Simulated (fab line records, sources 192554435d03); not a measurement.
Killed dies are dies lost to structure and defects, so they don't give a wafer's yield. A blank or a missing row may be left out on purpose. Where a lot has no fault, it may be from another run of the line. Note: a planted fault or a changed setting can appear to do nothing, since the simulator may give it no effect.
fab line records | flow n5Finfet | part 2 of 2: steps 17 to 26 of 26
[record] lots = 5 | wafers = 15 | lastDay = 19
route steps=1938 shown MOL_CONTACT_COAG@601
lots that met no fault: taken from a fault-free run of the same line
startH: hours from the record's first day to the start of the lot's first wafer shown | waitH: hours from the lot's prior step to this one | " unchanged from the row above | L1.1+2: a row that stands for several wafers | - no value, or no start was given | * or withheld: withheld | < > ~ a bound
route shown NAME@n: names a module that has steps shown in the file, with the first one's number in the route | usual: average and standard deviation across the fault-free wafers | same: alike in all rows | chamber/n: place in a boat | sites: the reading at each site | _std_site: standard deviation of those values | _edge_site: the outer-site mean with the inner-site mean subtracted | radiusMm: for every site, how far away it sits from the centre of the wafer | mask NAME#n: copy n | behind: the tool/chamber that last shaped the wafer | hold: cause of the lot's hold/its duration in hours/its outcome | device: the n, p or np transistor that did not switch | end of line: at the end of the route, the tests of the same wafers | a step with no rows: only its recipe | killed: dies lost to structure and defects at the first sort, not the wafer's yield | map: shows each die of a wafer: x if killed, . if not, _ if none is there
set.NAME: the run value of the setting; set.NAME@STEP: its run value at that earlier step | model.NAME: the simulator's own value behind a step, which no gauge read
certain route steps with their lots: each step a table, each wafer a row
services: a tool's chamber out of use, with start hour (startH, from the record's first day; less than 0 if before it), hours out, and reason
[[steps]]
[step N5_MOL_CONTACT_COAG_ETCH_48]
[recipe] chemistry = C4F6/O2 | targetDepthA = 150 | overetchA = 45 | maskMaterial = SOC | target = SiOC | biasW = 465 | pressureMtorr = 10 | timeS = 17 | sourceW = 335 | Ar_flow_sccm = 300 | C4F6_flow_sccm = 10 | O2_flow_sccm = 10 | ionEnergyEv = 576
[usual] drypumpMotorCurrentA = 6.0/0.54 | oesProductAu = 0.68/0.076 | rfVppV = 1596/15 | showerheadPlenumPTorr = 2.90/0.083 | throttleValvePct = 40.6/0.32
lot.wafer | tool       | chamber | startH | waitH | drypumpMotorCurrentA | oesProductAu | rfHoursCounterH | rfVppV | showerheadPlenumPTorr | throttleValvePct
L080.1    | rieDiel-03 | 1       | 140.51 | 0.0   | 6.7                  | 0.65         | 159             | 1602   | 2.95                  | 40.2
L080.2    | "          | 3       | "      | "     | 6.2                  | 0.67         | 139             | 1570   | 2.84                  | 40.8
L080.4    | "          | 2       | "      | "     | 5.8                  | 0.80         | -               | 1594   | 3.02                  | 41.0
L085.2    | rieDiel-03 | 0       | 171.59 | 0.0   | 6.4                  | 0.80         | 0               | 1614   | 2.91                  | 40.4
L085.3    | "          | 2       | "      | "     | 5.8                  | 0.71         | 28              | 1592   | 3.01                  | 41.0
L085.6    | "          | 0       | "      | "     | 6.4                  | 0.85         | -               | 1612   | 2.91                  | 40.5
L092.2    | rieDiel-03 | 0       | 210.55 | 0.0   | 6.4                  | 0.74         | 15              | 1612   | 2.90                  | 40.5
L092.3    | "          | 1       | "      | "     | 6.7                  | 0.59         | 188             | 1602   | 2.93                  | 40.2
L092.4    | "          | 3       | "      | "     | 6.1                  | 0.64         | 167             | 1570   | 2.83                  | 40.8
L096.2    | rieDiel-05 | 1       | 236.52 | 0.0   | 4.9                  | 0.70         | 70              | 1576   | 2.77                  | 40.6
L096.5    | "          | 0       | "      | "     | 5.7                  | 0.62         | -               | 1602   | 2.96                  | 40.7
L096.6    | "          | 1       | "      | "     | 4.9                  | 0.69         | -               | 1577   | 2.77                  | 40.5
L097.1    | rieDiel-05 | 2       | 238.19 | 0.0   | 5.9                  | 0.60         | 250             | 1600   | 2.90                  | 40.0
L097.4    | "          | 1       | "      | "     | 4.9                  | 0.72         | 71              | 1578   | 2.77                  | 40.6
L097.6    | "          | 2       | "      | "     | 5.9                  | 0.57         | -               | 1597   | 2.90                  | 40.0
[step N5_MOL_CONTACT_COAG_STRIP_72]
[recipe] chemistry = N2/H2 | powerW = 450 | tempC = 40 | pressureMtorr = 20 | rfFrequencyHz = 6e+07 | overashFraction = 3 | biasPowerW = 7 | h2Frac = 0.5 | n2FlowSccm = 200 | h2FlowSccm = 200
[usual] drypumpMotorCurrentA = 6.0/0.55 | oesProductAu = 0.79/0.087 | powerW = 450.0/1.4 | rfVppV = 59.2/2.1 | showerheadPlenumPTorr = 2.60/0.081 | throttleValvePct = 23.6/0.31
lot.wafer | tool       | chamber | startH | waitH | drypumpMotorCurrentA | oesProductAu | powerW | rfHoursCounterH | rfVppV | showerheadPlenumPTorr | throttleValvePct
L080.1    | rieDiel-03 | 1       | 140.56 | 0.0   | 6.7                  | 0.74         | 448.9  | 159             | 59.9   | 2.64                  | 23.1
L080.2    | "          | 3       | "      | "     | 6.1                  | 0.78         | 447.4  | 139             | 57.3   | 2.54                  | 23.6
L080.4    | "          | 2       | "      | "     | 5.8                  | 0.91         | 450.1  | -               | 58.0   | 2.71                  | 24.0
L085.2    | rieDiel-03 | 0       | 171.65 | 0.0   | 6.4                  | 0.99         | 449.4  | 0               | 59.6   | 2.60                  | 23.4
L085.3    | "          | 2       | "      | "     | 5.8                  | 0.87         | 451.6  | 28              | 60.6   | 2.71                  | 24.0
L085.6    | "          | 0       | "      | "     | 6.4                  | 0.97         | 449.5  | -               | 58.5   | 2.60                  | 23.4
L092.2    | rieDiel-03 | 0       | 210.61 | 0.0   | 6.4                  | 0.89         | 450.3  | 15              | 59.1   | 2.59                  | 23.4
L092.3    | "          | 1       | "      | "     | 6.7                  | 0.75         | 449.4  | 188             | 57.3   | 2.63                  | 23.2
L092.4    | "          | 3       | "      | "     | 6.2                  | 0.75         | 451.1  | 167             | 59.0   | 2.53                  | 23.6
L096.2    | rieDiel-05 | 1       | 236.57 | 0.0   | 4.9                  | 0.83         | 447.8  | 70              | 59.3   | 2.46                  | 23.2
L096.5    | "          | 0       | "      | "     | 5.7                  | 0.71         | 449.3  | -               | 57.4   | 2.66                  | 24.0
L096.6    | "          | 1       | "      | "     | 4.9                  | 0.85         | 451.2  | -               | 60.5   | 2.46                  | 23.2
L097.1    | rieDiel-05 | 2       | 238.25 | 0.0   | 6.0                  | 0.68         | 446.8  | 250             | 57.1   | 2.60                  | 23.3
L097.4    | "          | 1       | "      | "     | 4.9                  | 0.84         | 448.3  | 71              | 58.0   | 2.46                  | 23.2
L097.6    | "          | 2       | "      | "     | 5.9                  | 0.69         | 449.6  | -               | 55.5   | 2.60                  | 23.3
[step N5_MOL_CONTACT_COAG_STRIP_49]
[recipe] chemistry = N2/H2 | timeS = 30 | powerW = 1000 | tempC = 250 | pressureMtorr = withheld | n2FlowSccm = 1750 | h2FlowSccm = 3250
[usual] drypumpMotorCurrentA = 5.4/0.53 | heaterPowerW = 330/30
lot.wafer | tool           | chamber | startH | waitH | drypumpMotorCurrentA | heaterPowerW | rfHoursCounterH
L080.1    | plasmaAsher-01 | 0       | 140.64 | -     | 5.6                  | 360          | 99
L080.2    | "              | 1       | "      | "     | 4.7                  | 289          | 99
L080.4    | "              | 0       | "      | "     | 5.6                  | 363          | -
L085.2    | plasmaAsher-01 | 1       | 171.73 | -     | 4.7                  | 288          | 104
L085.3    | "              | 1       | "      | "     | 4.8                  | 292          | -
L085.6    | "              | 0       | "      | "     | 5.6                  | 357          | -
L092.2    | plasmaAsher-02 | 1       | 210.69 | -     | 5.9                  | 337          | 64
L092.3    | "              | 1       | "      | "     | 5.9                  | 334          | -
L092.4    | "              | 0       | "      | "     | 6.1                  | 344          | -
L096.2    | plasmaAsher-01 | 1       | 237.00 | -     | 4.7                  | 282          | 121
L096.5    | "              | 0       | "      | "     | 5.6                  | 361          | -
L096.6    | "              | 1       | "      | "     | 4.7                  | 298          | -
L097.1    | plasmaAsher-01 | 0       | 238.33 | -     | 5.6                  | 359          | 121
L097.4    | "              | 0       | "      | "     | 5.6                  | 354          | -
L097.6    | "              | 0       | "      | "     | 5.6                  | 359          | -
[step N5_MOL_CONTACT_COAG_PRECLEAN_138]
[recipe] chemistry = alkalineClean | tempC = 60 | timeS = 60 | doPpb = 50
lot.wafer  | tool        | chamber | startH | waitH
L080.1+2+4 | wetBench-05 | 6,3,4   | 140.73 | 0.1
L085.2+3+6 | wetBench-05 | 7,1,3   | 171.82 | 0.1
L092.2+3+4 | wetBench-06 | 6,5,2   | 210.78 | 0.1
L096.2+5+6 | wetBench-05 | 0,7,5   | 237.08 | 0.1
L097.1+4+6 | wetBench-06 | 3,4,5   | 238.42 | 0.1
[step N5_MOL_CONTACT_COAG_SRD_139]
[recipe] dry = ipaMarangoni | timeS = 30 | tempC = 23 | rinseLiquid = diw
lot.wafer  | tool        | chamber | startH | waitH
L080.1+2+4 | wetBench-05 | 6,3,4   | 140.75 | 0.0
L085.2+3+6 | wetBench-05 | 7,1,3   | 171.84 | 0.0
L092.2+3+4 | wetBench-06 | 6,5,2   | 210.80 | 0.0
L096.2+5+6 | wetBench-05 | 0,7,5   | 237.10 | 0.0
L097.1+4+6 | wetBench-06 | 3,4,5   | 238.44 | 0.0
[step N5_MOL_CONTACT_COAG_CD_MEAS_101]
[recipe] targetCdNm = 16
[usual] cdNm = 16.01/0.29
lot.wafer | tool     | chamber | startH | waitH | cdNm
L080.1    | cdSem-02 | -       | 140.79 | 0.0   | 16.25
L080.2    | "        | -       | "      | "     | 16.58
L080.4    | "        | -       | "      | "     | 16.15
L085.2    | cdSem-01 | -       | 171.88 | 0.0   | 15.99
L085.3    | "        | -       | "      | "     | 15.98
L085.6    | "        | -       | "      | "     | 15.88
L092.2    | cdSem-02 | -       | 210.84 | 0.0   | 16.57
L092.3    | "        | -       | "      | "     | 16.29
L092.4    | "        | -       | "      | "     | 15.99
L096.2    | cdSem-01 | -       | 237.14 | 0.0   | 15.94
L096.5    | "        | -       | "      | "     | 15.88
L096.6    | "        | -       | "      | "     | 15.85
L097.1    | cdSem-02 | -       | 238.48 | 0.0   | 15.99
L097.4    | "        | -       | "      | "     | 16.06
L097.6    | "        | -       | "      | "     | 16.58
[step N5_MOL_CONTACT_COAG_PRE_CLEAN_121]
[recipe] gas = H2/He | timeS = * | tempC = withheld
lot.wafer  | tool    | chamber | startH | waitH
L080.1+2+4 | cvdW-01 | 1,0,1   | 140.83 | 0.0
L085.2+3+6 | cvdW-01 | 1       | 171.92 | 0.0
L092.2+3+4 | cvdW-02 | 0,0,1   | 210.88 | 0.0
L096.2+5+6 | cvdW-02 | 1,0,1   | 237.18 | 0.0
L097.1+4+6 | cvdW-01 | 1,0,0   | 238.53 | 0.0
[step N5_MOL_CONTACT_COAG_CVD_140]
[recipe] material = W | targetThkA = 665 | mode = selectiveFill | tempC = 300 | timeS = 215
[usual] heaterPowerOuterW = 279/40 | heaterPowerW = 489/50
lot.wafer | tool    | chamber | startH | waitH | heaterPowerOuterW | heaterPowerW
L080.1    | cvdW-01 | 1       | 140.92 | 0.1   | 291               | 490
L080.2    | "       | 0       | "      | "     | 209               | 401
L080.4    | "       | 1       | "      | "     | 284               | 488
L085.2    | cvdW-01 | 1       | 172.01 | 0.1   | 286               | 501
L085.3    | "       | 1       | "      | "     | 279               | 493
L085.6    | "       | 1       | "      | "     | 295               | 487
L092.2    | cvdW-02 | 0       | 210.97 | 0.1   | 270               | 486
L092.3    | "       | 0       | "      | "     | 270               | 496
L092.4    | "       | 1       | "      | "     | 315               | 535
L096.2    | cvdW-02 | 1       | 237.27 | 0.1   | 332               | 547
L096.5    | "       | 0       | "      | "     | 263               | 479
L096.6    | "       | 1       | "      | "     | 325               | 540
L097.1    | cvdW-01 | 1       | 238.62 | 0.1   | 295               | 493
L097.4    | "       | 0       | "      | "     | 210               | 400
L097.6    | "       | 0       | "      | "     | 204               | 392
[step N5_MOL_CONTACT_COAG_PRECLEAN_127]
[recipe] chemistry = DIW | timeS = 57.5 | tempC = 23
lot.wafer  | tool        | chamber | startH | waitH
L080.1+2+4 | wetBench-03 | 5,3,6   | 141.19 | 0.2
L085.2+3+6 | wetBench-03 | 6,1,2   | 172.28 | 0.2
L092.2+3+4 | wetBench-06 | 3,0,2   | 211.24 | 0.2
L096.2+5+6 | wetBench-05 | 5,2,3   | 237.55 | 0.2
L097.1+4+6 | wetBench-05 | 2,5,0   | 238.89 | 0.2
[step N5_MOL_CONTACT_COAG_SRD_128]
[recipe] dryTimeS = 32 | dry = n2Spin | spinRpm = 1500
lot.wafer  | tool        | chamber | startH | waitH
L080.1+2+4 | wetBench-03 | 5,3,6   | 141.21 | 0.0
L085.2+3+6 | wetBench-03 | 6,1,2   | 172.30 | 0.0
L092.2+3+4 | wetBench-06 | 3,0,2   | 211.26 | 0.0
L096.2+5+6 | wetBench-05 | 5,2,3   | 237.57 | 0.0
L097.1+4+6 | wetBench-05 | 2,5,0   | 238.90 | 0.0
[[services]]
tool           | chamber | startH | hours | kind
aldSin-01      | 3       | 118.03 | 6.7   | repair
wetBench-03    | -       | 122.01 | 0.5   | repair
rieDiel-02     | 3       | 127.94 | 2.0   | repair
rieDiel-03     | 0       | 136.43 | -     | clean
rieDiel-03     | 0       | 136.43 | -     | consumableReplace:focusRing
rieDiel-03     | 0       | 136.43 | 34.1  | scheduledDown
rieDiel-03     | 0       | 136.43 | 34.1  | ventCycle
plasmaAsher-01 | -       | 141.64 | 8.8   | repair
wetBench-05    | -       | 149.47 | 1.5   | repair
aldSin-03      | 2       | 156.64 | 36.8  | repair
cvdW-02        | -       | 161.75 | 1.3   | repair
aldSin-01      | -       | 177.36 | 14.0  | pm
cvdW-02        | 1       | 181.22 | 8.2   | repair
rieDiel-02     | 2       | 187.65 | -     | clean
rieDiel-02     | 2       | 187.65 | -     | consumableReplace:focusRing
aldSin-01      | -       | 191.36 | 6.1   | pm
rieDiel-05     | 3       | 191.40 | 1.4   | repair
cvdW-02        | 0       | 199.57 | 6.2   | repair
aldSin-04      | 2       | 205.60 | 7.8   | repair
aldSin-03      | 2       | 213.12 | 2.6   | repair
aldSin-01      | 0       | 221.18 | 1.7   | repair
rieDiel-03     | 1       | 222.81 | 2.7   | repair
plasmaAsher-02 | -       | 223.58 | 49.1  | repair
rieDiel-02     | 0       | 236.29 | 1.6   | repair
